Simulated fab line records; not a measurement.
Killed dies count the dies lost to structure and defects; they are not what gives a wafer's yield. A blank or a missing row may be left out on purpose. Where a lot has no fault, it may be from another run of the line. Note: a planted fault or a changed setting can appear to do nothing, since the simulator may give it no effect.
Which tool did it? :: flow n5-finfet :: Sampling: 8 lots, 24 wafers, 5 of 1938 route steps

WHAT THE GAUGES READ, wafer by wafer
N5_BEOL_M0_CUTY_OVL_MEAS_58. Usual: for M0_ABLK_OVL the level is 0.3 nm and the standard deviation is 0.82.
lot: L862
measured: day 6 09:54
on: overlay-02
M0_ABLK_OVL (nm): -0.2 -0.3 0.6
flag: 

lot: L864
measured: day 6 18:02
on: overlay-01
M0_ABLK_OVL (nm): -0.5 -0.8 -0.9
flag: 

lot: L865
measured: day 7 03:36
on: overlay-02
M0_ABLK_OVL (nm): -0.7 -0.3 -0.1
flag: 

lot: L866
measured: day 7 05:05
on: overlay-02
M0_ABLK_OVL (nm): 0.4 0.0 -0.3
flag: 

lot: L873
measured: day 9 01:10
on: overlay-02
M0_ABLK_OVL (nm): -0.7 -1.0 -0.2
flag: 

lot: L875
measured: day 9 10:19
on: overlay-01
M0_ABLK_OVL (nm): -0.1 1.5 1.6
flag: 

lot: L876
measured: day 9 20:22
on: overlay-02
M0_ABLK_OVL (nm): 0.3 0.0 -0.3
flag: 

lot: L882
measured: day 11 07:38
on: overlay-01
M0_ABLK_OVL (nm): 1.5 1.7 -0.4
flag: 

N5_BEOL_M4_RC_MEAS_101. Usual: DIBL_N 36.0 mV/V, standard deviation 1.8; DIBL_P 36.3 mV/V, standard deviation 2.4; IOFF_N 0.16 nA/um, standard deviation 0.035; IOFF_P 0.21 nA/um, standard deviation 0.036; ION_N 673 uA/um, standard deviation 13; ION_P 461 uA/um, standard deviation 7.2; SS_N 71.4 mV/dec, standard deviation 0.6; SS_P 73.2 mV/dec, standard deviation 0.7; VT_N 250 mV, standard deviation 4; VT_P -250.9 mV, standard deviation 2.9.
lot: L862
measured: day 8 23:30
on: prober-01
DIBL_N (mV/V): 36.3 35.8 38.5
DIBL_P (mV/V): 37.4 37.5 40.0
IOFF_N (nA/um): 0.17 0.16 0.23
IOFF_P (nA/um): 0.21 0.22 0.26
ION_N (uA/um): 683 672 702
ION_P (uA/um): 462 468 475
SS_N (mV/dec): 71.5 70.7 71.8
SS_P (mV/dec): 73.8 72.9 73.9
VT_N (mV): 248 250 245
VT_P (mV): -249.2 -247.8 -246.1
flag: 

lot: L864
measured: day 9 10:52
on: prober-02
DIBL_N (mV/V): 33.9 37.5 35.4
DIBL_P (mV/V): 34.9 37.1 36.2
IOFF_N (nA/um): 0.13 0.19 0.15
IOFF_P (nA/um): 0.17 0.20 0.19
ION_N (uA/um): 674 668 678
ION_P (uA/um): 461 455 470
SS_N (mV/dec): 70.4 72.0 71.5
SS_P (mV/dec): 73.2 73.4 73.2
VT_N (mV): 254 248 249
VT_P (mV): -250.4 -251.0 -250.7
flag: 

lot: L865
measured: day 10 02:00
on: prober-02
DIBL_N (mV/V): 32.7 34.2 35.7
DIBL_P (mV/V): 32.6 34.1 37.3
IOFF_N (nA/um): 0.10 0.12 0.15
IOFF_P (nA/um): 0.14 0.16 0.20
ION_N (uA/um): 643 663 692
ION_P (uA/um): 446 453 471
SS_N (mV/dec): 70.0 71.5 71.5
SS_P (mV/dec): 71.9 72.7 73.3
VT_N (mV): 259 255 248
VT_P (mV): -257.7 -254.1 -249.6
flag: 

lot: L866
measured: day 9 23:12
on: prober-01
DIBL_N (mV/V): 35.3 35.7 32.9
DIBL_P (mV/V): 37.0 36.7 34.1
IOFF_N (nA/um): 0.15 0.15 0.11
IOFF_P (nA/um): 0.20 0.20 0.16
ION_N (uA/um): 675 666 668
ION_P (uA/um): 464 459 465
SS_N (mV/dec): 71.0 71.3 71.0
SS_P (mV/dec): 73.5 73.3 72.7
VT_N (mV): 249 253 255
VT_P (mV): -252.4 -251.4 -253.0
flag: 

lot: L873
measured: day 11 10:07
on: prober-01
DIBL_N (mV/V): 35.5 33.3 35.3
DIBL_P (mV/V): 34.8 33.1 34.6
IOFF_N (nA/um): 0.15 0.12 0.15
IOFF_P (nA/um): 0.20 0.18 0.19
ION_N (uA/um): 685 669 677
ION_P (uA/um): 470 456 462
SS_N (mV/dec): 71.1 70.8 70.9
SS_P (mV/dec): 72.8 72.4 72.5
VT_N (mV): 250 252 251
VT_P (mV): -249.7 -249.3 -251.7
flag: 

lot: L875
measured: day 12 00:50
on: prober-02
DIBL_N (mV/V): 37.1 34.1 35.4
DIBL_P (mV/V): 38.8 35.2 36.9
IOFF_N (nA/um): 0.18 0.12 0.13
IOFF_P (nA/um): 0.21 0.16 0.17
ION_N (uA/um): 677 658 653
ION_P (uA/um): 459 452 448
SS_N (mV/dec): 71.9 70.2 71.9
SS_P (mV/dec): 73.7 72.8 72.6
VT_N (mV): 249 256 256
VT_P (mV): -252.9 -257.1 -255.8
flag: 

lot: L876
measured: day 12 11:57
on: prober-01
DIBL_N (mV/V): 35.5 32.1 34.3
DIBL_P (mV/V): 34.3 31.1 32.7
IOFF_N (nA/um): 0.13 0.09 0.11
IOFF_P (nA/um): 0.18 0.13 0.15
ION_N (uA/um): 662 640 664
ION_P (uA/um): 454 441 460
SS_N (mV/dec): 70.9 70.4 70.6
SS_P (mV/dec): 72.9 72.0 72.1
VT_N (mV): 255 259 256
VT_P (mV): -251.6 -256.4 -255.7
flag: 

lot: L882
measured: day 14 07:43
on: prober-02
DIBL_N (mV/V): 37.5 37.7 36.6
DIBL_P (mV/V): 39.3 39.7 38.0
IOFF_N (nA/um): 0.18 0.18 0.16
IOFF_P (nA/um): 0.24 0.25 0.23
ION_N (uA/um): 691 680 685
ION_P (uA/um): 475 471 474
SS_N (mV/dec): 71.0 72.0 71.1
SS_P (mV/dec): 73.8 74.1 73.4
VT_N (mV): 246 247 246
VT_P (mV): -246.5 -247.2 -248.1
flag: 

WHICH TOOL RAN EACH LOT (tool, then ch and the chambers of the sampled wafers, then the start)
lot: L862
N5_BEOL_M0_ETCH_138: rie-diel-05 ch 2,3, day 6 10:32
N5_BEOL_M0_STRIP_140: rie-diel-01 ch 0,3, day 6 10:59
N5_BEOL_M0_ETCH_128: rie-diel-01 ch 0,2,3, day 6 11:08

lot: L864
N5_BEOL_M0_ETCH_138: rie-diel-05 ch 1,2,3, day 6 18:19
N5_BEOL_M0_STRIP_140: rie-diel-01 ch 0,1,2, day 6 18:39
N5_BEOL_M0_ETCH_128: rie-diel-01 ch 0,2,3, day 6 18:47

lot: L865
N5_BEOL_M0_ETCH_138: rie-diel-06 ch 0,1,2, day 7 04:25
N5_BEOL_M0_STRIP_140: rie-diel-01 ch 1,2,3, day 7 05:28
N5_BEOL_M0_ETCH_128: rie-diel-06 ch 1,2,3, day 7 06:35

lot: L866
N5_BEOL_M0_ETCH_138: rie-diel-01 ch 1,2,3, day 7 05:21
N5_BEOL_M0_STRIP_140: rie-diel-06 ch 0,1, day 7 05:47
N5_BEOL_M0_ETCH_128: rie-diel-01 ch 2,3, day 7 06:50

lot: L873
N5_BEOL_M0_ETCH_138: rie-diel-01 ch 0,1, day 9 01:25
N5_BEOL_M0_STRIP_140: rie-diel-06 ch 1,3, day 9 01:58
N5_BEOL_M0_ETCH_128: rie-diel-01 ch 0,1, day 9 02:29

lot: L875
N5_BEOL_M0_ETCH_138: rie-diel-06 ch 1,2, day 9 10:41
N5_BEOL_M0_STRIP_140: rie-diel-06 ch 2,3, day 9 11:55
N5_BEOL_M0_ETCH_128: rie-diel-06 ch 0,1, day 9 12:04

lot: L876
N5_BEOL_M0_ETCH_138: rie-diel-01 ch 1,3, day 9 20:37
N5_BEOL_M0_STRIP_140: rie-diel-01 ch 0,1, day 9 22:01
N5_BEOL_M0_ETCH_128: rie-diel-05 ch 0,1,3, day 9 22:09

lot: L882
N5_BEOL_M0_ETCH_138: rie-diel-01 ch 0,2,3, day 11 07:56
N5_BEOL_M0_STRIP_140: rie-diel-06 ch 0,1, day 11 10:39
N5_BEOL_M0_ETCH_128: rie-diel-06 ch 0,1, day 11 11:08
- N5_BEOL_M0_ETCH_138: etches SiCN in CH3F/O2, target depth 12 nm, time 31.6 s.
- N5_BEOL_M0_STRIP_140: strips in CF4.
- N5_BEOL_M0_ETCH_128: etches SiCN in CF4/N2, target depth 12 nm, overetch 5.1 nm, time 21.4 s.

WHAT THE TOOLS THEMSELVES READ (means of the sampled wafers that have a number; where no wafer has one, the mark that the record gives instead)
N5_BEOL_M0_ETCH_138. Usual: O2_flow_sccm 20.00 sccm, standard deviation 0.059; drypump-motor-current-A 5.6 A, standard deviation 0.58; etch-rf-on-time-s 29.1 s, standard deviation 0.86; oes-product-au 0.67 a.u., standard deviation 0.074; rf-fwd-power-W 385.6 W, standard deviation 1.5; rf-vpp-V 296.9 V, standard deviation 1.3; showerhead-plenum-p-Torr 1.99 Torr, standard deviation 0.056; throttle-valve-pct 16.31 %, standard deviation 0.27.
lot: L862
tool: rie-diel-05
O2_flow_sccm (sccm): 19.99
drypump-motor-current-A (A): 5.7
etch-rf-on-time-s (s): 28.9
oes-product-au (a.u.): 0.59
rf-fwd-power-W (W): 384.6
rf-vpp-V (V): 297.7
showerhead-plenum-p-Torr (Torr): 2.06
throttle-valve-pct (%): 16.39
flag: 

lot: L864
tool: rie-diel-05
O2_flow_sccm (sccm): 20.04
drypump-motor-current-A (A): 5.8
etch-rf-on-time-s (s): 28.9
oes-product-au (a.u.): 0.60
rf-fwd-power-W (W): 386.0
rf-vpp-V (V): 298.0
showerhead-plenum-p-Torr (Torr): 2.04
throttle-valve-pct (%): 16.49
flag: 

lot: L865
tool: rie-diel-06
O2_flow_sccm (sccm): 20.00
drypump-motor-current-A (A): 5.7
etch-rf-on-time-s (s): 29.3
oes-product-au (a.u.): 0.63
rf-fwd-power-W (W): 386.0
rf-vpp-V (V): 295.9
showerhead-plenum-p-Torr (Torr): 1.95
throttle-valve-pct (%): 16.49
flag: 

lot: L866
tool: rie-diel-01
O2_flow_sccm (sccm): 20.02
drypump-motor-current-A (A): 5.6
etch-rf-on-time-s (s): 29.5
oes-product-au (a.u.): 0.65
rf-fwd-power-W (W): 385.3
rf-vpp-V (V): 298.1
showerhead-plenum-p-Torr (Torr): 2.00
throttle-valve-pct (%): 16.19
flag: 

lot: L873
tool: rie-diel-01
O2_flow_sccm (sccm): 19.99
drypump-motor-current-A (A): 5.0
etch-rf-on-time-s (s): 28.4
oes-product-au (a.u.): 0.66
rf-fwd-power-W (W): 384.4
rf-vpp-V (V): 295.5
showerhead-plenum-p-Torr (Torr): 1.95
throttle-valve-pct (%): 16.33
flag: 

lot: L875
tool: rie-diel-06
O2_flow_sccm (sccm): 19.98
drypump-motor-current-A (A): 6.0
etch-rf-on-time-s (s): 29.9
oes-product-au (a.u.): 0.79
rf-fwd-power-W (W): 388.4
rf-vpp-V (V): 298.5
showerhead-plenum-p-Torr (Torr): 2.07
throttle-valve-pct (%): 16.20
flag: 

lot: L876
tool: rie-diel-01
O2_flow_sccm (sccm): 20.01
drypump-motor-current-A (A): 5.2
etch-rf-on-time-s (s): 29.4
oes-product-au (a.u.): 0.76
rf-fwd-power-W (W): 386.7
rf-vpp-V (V): 296.6
showerhead-plenum-p-Torr (Torr): 1.97
throttle-valve-pct (%): 16.08
flag: 

lot: L882
tool: rie-diel-01
O2_flow_sccm (sccm): 20.04
drypump-motor-current-A (A): 5.5
etch-rf-on-time-s (s): 29.2
oes-product-au (a.u.): 0.72
rf-fwd-power-W (W): 385.4
rf-vpp-V (V): 296.3
showerhead-plenum-p-Torr (Torr): 1.97
throttle-valve-pct (%): 16.14
flag: 

N5_BEOL_M0_STRIP_140. Usual: drypump-motor-current-A 5.5 A, standard deviation 0.57; oes-product-au 0.76 a.u., standard deviation 0.081; rf-vpp-V 270.4 V, standard deviation 1.7; showerhead-plenum-p-Torr 1.77 Torr, standard deviation 0.051; throttle-valve-pct 13.61 %, standard deviation 0.27.
lot: L862
tool: rie-diel-01
drypump-motor-current-A (A): 5.1
oes-product-au (a.u.): 0.73
rf-vpp-V (V): 269.6
showerhead-plenum-p-Torr (Torr): 1.76
throttle-valve-pct (%): 13.67
flag: 

lot: L864
tool: rie-diel-01
drypump-motor-current-A (A): 5.5
oes-product-au (a.u.): 0.80
rf-vpp-V (V): 270.7
showerhead-plenum-p-Torr (Torr): 1.79
throttle-valve-pct (%): 13.42
flag: 

lot: L865
tool: rie-diel-01
drypump-motor-current-A (A): 5.5
oes-product-au (a.u.): 0.75
rf-vpp-V (V): 272.2
showerhead-plenum-p-Torr (Torr): 1.79
throttle-valve-pct (%): 13.48
flag: 

lot: L866
tool: rie-diel-06
drypump-motor-current-A (A): 5.4
oes-product-au (a.u.): 0.77
rf-vpp-V (V): 270.0
showerhead-plenum-p-Torr (Torr): 1.78
throttle-valve-pct (%): 13.70
flag: 

lot: L873
tool: rie-diel-06
drypump-motor-current-A (A): 5.2
oes-product-au (a.u.): 0.70
rf-vpp-V (V): 269.7
showerhead-plenum-p-Torr (Torr): 1.70
throttle-valve-pct (%): 13.85
flag: 

lot: L875
tool: rie-diel-06
drypump-motor-current-A (A): 5.8
oes-product-au (a.u.): 0.79
rf-vpp-V (V): 270.5
showerhead-plenum-p-Torr (Torr): 1.77
throttle-valve-pct (%): 13.63
flag: 

lot: L876
tool: rie-diel-01
drypump-motor-current-A (A): 5.0
oes-product-au (a.u.): 0.76
rf-vpp-V (V): 269.9
showerhead-plenum-p-Torr (Torr): 1.76
throttle-valve-pct (%): 13.65
flag: 

lot: L882
tool: rie-diel-06
drypump-motor-current-A (A): 5.4
oes-product-au (a.u.): 0.73
rf-vpp-V (V): 271.0
showerhead-plenum-p-Torr (Torr): 1.77
throttle-valve-pct (%): 13.77
flag: 

N5_BEOL_M0_ETCH_128. Usual: drypump-motor-current-A 5.6 A, standard deviation 0.61; oes-product-au 0.53 a.u., standard deviation 0.058; rf-fwd-power-W 425.9 W, standard deviation 1.5; rf-vpp-V 381.6 V, standard deviation 1.9; showerhead-plenum-p-Torr 2.18 Torr, standard deviation 0.067; throttle-valve-pct 15.47 %, standard deviation 0.27.
lot: L862
tool: rie-diel-01
drypump-motor-current-A (A): 5.5
oes-product-au (a.u.): 0.54
rf-fwd-power-W (W): 425.1
rf-vpp-V (V): 382.1
showerhead-plenum-p-Torr (Torr): 2.19
throttle-valve-pct (%): 15.33
flag: 

lot: L864
tool: rie-diel-01
drypump-motor-current-A (A): 5.5
oes-product-au (a.u.): 0.54
rf-fwd-power-W (W): 426.5
rf-vpp-V (V): 382.3
showerhead-plenum-p-Torr (Torr): 2.19
throttle-valve-pct (%): 15.34
flag: 

lot: L865
tool: rie-diel-06
drypump-motor-current-A (A): 5.7
oes-product-au (a.u.): 0.49
rf-fwd-power-W (W): 426.3
rf-vpp-V (V): 380.1
showerhead-plenum-p-Torr (Torr): 2.12
throttle-valve-pct (%): 15.65
flag: 

lot: L866
tool: rie-diel-01
drypump-motor-current-A (A): 5.6
oes-product-au (a.u.): 0.51
rf-fwd-power-W (W): 424.9
rf-vpp-V (V): 382.1
showerhead-plenum-p-Torr (Torr): 2.19
throttle-valve-pct (%): 15.37
flag: 

lot: L873
tool: rie-diel-01
drypump-motor-current-A (A): 5.0
oes-product-au (a.u.): 0.51
rf-fwd-power-W (W): 426.9
rf-vpp-V (V): 381.5
showerhead-plenum-p-Torr (Torr): 2.18
throttle-valve-pct (%): 15.42
flag: 

lot: L875
tool: rie-diel-06
drypump-motor-current-A (A): 5.4
oes-product-au (a.u.): 0.52
rf-fwd-power-W (W): 425.6
rf-vpp-V (V): 381.4
showerhead-plenum-p-Torr (Torr): 2.18
throttle-valve-pct (%): 15.61
flag: 

lot: L876
tool: rie-diel-05
drypump-motor-current-A (A): 6.0
oes-product-au (a.u.): 0.52
rf-fwd-power-W (W): 425.2
rf-vpp-V (V): 382.0
showerhead-plenum-p-Torr (Torr): 2.20
throttle-valve-pct (%): 15.54
flag: 

lot: L882
tool: rie-diel-06
drypump-motor-current-A (A): 5.1
oes-product-au (a.u.): 0.51
rf-fwd-power-W (W): 512.2
rf-vpp-V (V): 362.3
showerhead-plenum-p-Torr (Torr): 2.16
throttle-valve-pct (%): 15.75
flag: OFF

THE ANSWER, worked out from the rows above alone
Rule: a lot is off if the mean of its wafers that have a number lies more than 3 standard deviations from the usual mean. A lot without any number at a reading at which 4 lots or more have one is off too. The other lots that the step has rows for count as sound. The gauges are gone through in route order, then the tools' own readings, and for those a lot's mean is taken as printed above. At the first step where some lot is off, the reading lying furthest off is the one used; lots without a number count as furthest.
Off: L882 (N5_BEOL_M0_ETCH_128, rf-fwd-power-W).
A tool fits if, at that step or a process step before it, it ran every lot that is off, and no sound lot after the first of them. Undecided on this evidence; 2 tools fit (rie-diel-01 at N5_BEOL_M0_ETCH_138, rie-diel-06 at N5_BEOL_M0_STRIP_140 and N5_BEOL_M0_ETCH_128).

WHAT THE SIMULATOR HAD INSERTED
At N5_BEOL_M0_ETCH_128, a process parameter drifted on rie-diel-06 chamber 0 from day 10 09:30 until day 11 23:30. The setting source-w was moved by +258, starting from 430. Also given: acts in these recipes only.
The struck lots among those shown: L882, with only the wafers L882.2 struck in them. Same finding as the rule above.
